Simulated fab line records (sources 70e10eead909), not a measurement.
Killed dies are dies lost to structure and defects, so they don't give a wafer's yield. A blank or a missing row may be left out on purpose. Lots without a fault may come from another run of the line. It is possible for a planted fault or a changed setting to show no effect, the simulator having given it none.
Comparing a struck lot with a sound one -- flow nand_harc -- 12 out of 1302 route steps
Sound: these wafers, L822.2, L822.4, L822.5. Struck: wafer L814.4; the same lot's L814.3 was not struck, so it is left out; see the end for the cause.
For every step that has rows: the tool of each side, followed by ch and its chambers, followed by its first start. Under that, the readings that differ: sound wafers -- struck wafers -- difference of the means -- sigmas: that difference in standard deviations of wafers without a fault.
alike: a reading whose means differ by less than 2 such deviations, as well as words and numbers matching on both sides. not compared: withheld readings; readings where some wafer has no value; bounds like >300 that might hide an equal value; numbers whose values overlap and for which the record gives no deviation.
Wherever a step has rows on one side only, a row that says differs or no value, or a row with sigmas, the two part there. When numbers do not overlap yet have no deviation, they are printed without sigmas and do not part them. A reading missing from all wafers of one side parts the sides only when that side holds two or more wafers.

NHARC_A_BONDPAD_DEGAS_25: time 60 s.
  sound on pvd_sputter-02 at day 30 07:23; struck on pvd_sputter-01 at day 27 07:06
reading,sound,struck,difference,sigmas
heater_power_w (W),472 481 481,336,-142,-2
susceptor_temp_C (C),- - -,300.39,no value on the sound wafers,
then, 1 step without rows for these wafers: NHARC_A_BONDPAD_PRE_CLEAN_26 (time 30 s).
NHARC_A_BONDPAD_PVD_17: deposits TaN, target thk 5 nm, time 8.06 s.
  sound on pvd_sputter-02; struck on pvd_sputter-01
  alike: chamber_pressure_pa, throttle_valve_pct
NHARC_A_BONDPAD_PVD_27: deposits Cu, target thk 30 nm, time 20.49 s.
  sound on pvd_sputter-02; struck on pvd_sputter-01
  alike: chamber_pressure_pa, throttle_valve_pct
then, 1 step without rows for these wafers: NHARC_A_BONDPAD_ECD_18 (material Cu, target thk 400 nm).
NHARC_A_BONDPAD_ANNEAL_28: time 90 s.
  sound on rtp_anneal-02 ch 0, day 30 08:13; struck on rtp_anneal-01 ch 0, day 27 07:56
reading,sound,struck,difference,sigmas
wafer_temp_C_max,225.62 225.75 225.55,226.18,+0.54,+2
NHARC_A_BONDPAD_CMP_19: polishes, t overpolish 30 s, cu recess touch 16 s, target thk 169.82 nm.
  sound on cmp-04 ch 0,3, day 30 08:32; struck on cmp-04 ch 0, day 27 08:10
  alike: motor_current_A, overpolish_run_s
NHARC_A_BONDPAD_THK_MEAS_20: measures by xrf.
  sound on film_metro-02 at day 30 08:49; struck on film_metro-02 at day 27 08:29
  alike: thk_nm
then, 1 step without rows for these wafers: NHARC_A_BONDPAD_SRD_21 (time 30 s, dry time 20 s).
NHARC_A_BONDPAD_INSPECT_23:
  sound on defect_inspect-01 at day 30 09:03; struck on defect_inspect-02 at day 27 08:46
  alike: raw_defect_count
NHARC_HYBRID_BOND_ACTIVATE_00: chemistry N2, time 60 s.
  sound on rie_diel-11 ch 0,3, day 30 09:07; struck on rie_diel-08 ch 0, day 27 08:50
reading,sound,struck,difference,sigmas
oes_product_au (a.u.),0.992 0.980 0.987,1.016,+0.030,+3
run_length_s (s),80.9 81.4 80.7,73.7,-7.3,-17
  alike: drypump_motor_current_A, mfc_ar_sccm, rf_vpp_V, showerhead_plenum_p_Torr
  not compared: rf_hours_counter_h
then, 1 step without rows for these wafers: NHARC_HYBRID_BOND_PRECLEAN_01 (cleans in DIW, time 300 s).

## WHERE THEY PART
At NHARC_A_BONDPAD_DEGAS_25 first; at NHARC_HYBRID_BOND_ACTIVATE_00 last (within this record only).

WHY: what had been put in by the simulator
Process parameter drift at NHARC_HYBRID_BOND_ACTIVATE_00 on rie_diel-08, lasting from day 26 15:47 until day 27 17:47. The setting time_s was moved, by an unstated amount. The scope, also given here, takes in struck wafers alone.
